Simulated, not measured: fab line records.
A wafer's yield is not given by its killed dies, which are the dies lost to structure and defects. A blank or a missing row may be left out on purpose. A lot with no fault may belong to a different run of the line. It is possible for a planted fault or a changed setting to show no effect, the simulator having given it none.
Matching of chambers -- flow n5 finfet -- N5_BEOL_M9_STRIP_67 on rie diel-05 has 4 sister chambers
The step strips in CF4. 14 wafers are shown with their chamber, then 7 later ones without.

WAFERS WITH THEIR CHAMBER
wafer,chamber,showerhead plenum p Torr (Torr),throttle valve pct (%),oes product au (a.u.)
L078.2,0,1.84,13.45,0.91
L078.3,3,1.85,13.82,0.71
L078.6,1,1.74,13.71,0.77
L083.1,1,1.74,13.73,0.76
L083.2,0,1.83,13.48,0.89
L083.6,1,1.74,13.74,0.77
L088.1,2,1.79,13.81,0.76
L088.4,1,1.74,13.76,0.75
L088.5,0,1.83,13.49,0.88
L085.1,2,1.79,13.78,0.76
L085.2,1,1.74,13.75,0.76
L085.3,0,1.83,13.51,0.86
L087.3,1,1.74,13.76,0.76
L087.4,2,1.79,13.81,0.75

SIGNATURES (means of the wafers above)
reading,chamber 0,chamber 1,chamber 2,chamber 3,scatter within a chamber
showerhead plenum p Torr,1.8325,1.7400,1.7900,1.8500,0.00274
throttle valve pct,13.4825,13.7417,13.8000,13.8200,0.0209
oes product au,0.8850,0.7617,0.7567,0.7100,0.0128
Rule: for each reading, subtract the chamber's mean from the wafer's reading, divide by that reading's scatter and square the result; add these up over the readings and take the root, which gives the wafer's distance from the chamber. If the next closest chamber is less than 2 further off than the closest, the wafer can't be placed; otherwise it belongs to the closest. The scatter is the square root of a quotient: the sum, over the shown wafers, of each reading's squared deviation from its chamber's mean, divided by wafers minus chambers.

WAFERS WHOSE CHAMBER IS MISSING
wafer,showerhead plenum p Torr (Torr),throttle valve pct (%),oes product au (a.u.)
L087.5,1.83,13.51,0.87
L094.1,1.85,13.29,0.95
L094.2,1.73,13.77,0.75
L094.4,1.79,13.83,0.74
L097.1,1.85,13.31,0.93
L097.4,1.79,13.84,0.74
L097.6,1.73,13.79,0.75

WHICH CHAMBER EACH WENT THROUGH
wafer,from the rows above,in truth
L087.5,0,0
L094.1,0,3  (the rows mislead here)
L094.2,1,1
L094.4,2,2
L097.1,0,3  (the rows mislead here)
L097.4,2,2
L097.6,1,1
Correct placement for 5 of the 7. Number that these rows cannot place: 0. 2 placed wrongly.
